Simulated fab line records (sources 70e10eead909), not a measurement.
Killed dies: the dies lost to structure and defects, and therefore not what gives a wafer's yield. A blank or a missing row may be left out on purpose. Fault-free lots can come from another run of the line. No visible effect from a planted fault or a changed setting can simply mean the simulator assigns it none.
Chamber matching | flow nand_harc | rie_diel-06 running NHARC_P_M1_DESCUM_14: 4 sister chambers
The step chemistry O2, time 3 s. 4 wafers are shown with their chamber, then 8 later ones without.

## WAFERS WITH THEIR CHAMBER
wafer  | chamber | throttle_valve_pct (%)
L669.1 | 1       | 11.321
L669.3 | 0       | 11.307
L680.6 | 3       | 11.313
L681.1 | 2       | 11.311

## WAFERS MISSING THEIR CHAMBER
wafer  | throttle_valve_pct (%)
L681.3 | 11.310
L681.5 | 11.302
L683.3 | 11.321
L683.5 | 11.302
L683.6 | 11.338
L685.2 | 11.301
L685.5 | 11.323
L685.6 | 11.313

## WHICH CHAMBER EACH WENT THROUGH
wafer  | from the rows above               | in truth
L681.3 | can't be placed: 2 or 0 or 3 or 1 | 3
L681.5 | can't be placed: 0 or 2 or 3      | 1
L683.3 | can't be placed: 1 or 3 or 2      | 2
L683.5 | can't be placed: 0 or 2 or 3      | 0
L683.6 | can't be placed: 1 or 3 or 2      | 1
L685.2 | can't be placed: 0 or 2 or 3      | 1
L685.5 | can't be placed: 1 or 3 or 2      | 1
L685.6 | can't be placed: 3 or 2 or 0 or 1 | 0
0 of 8 placed correctly. Not placeable from these rows: 8 (in 6, the candidates include the true chamber). Placed wrongly: 0.
How it was worked out, from the rows above alone: a wafer's distance from a chamber is the root of the sum, over the readings, of the square of ((its reading less the chamber's mean) divided by the reading's scatter). The wafer belongs to the nearest chamber; if the next one is less than 2 further off, it can't be placed. A chamber's mean is the mean of its shown wafers. The scatter: root of mean squared gap, hidden wafer to nearest shown wafer, with one shown wafer a chamber.
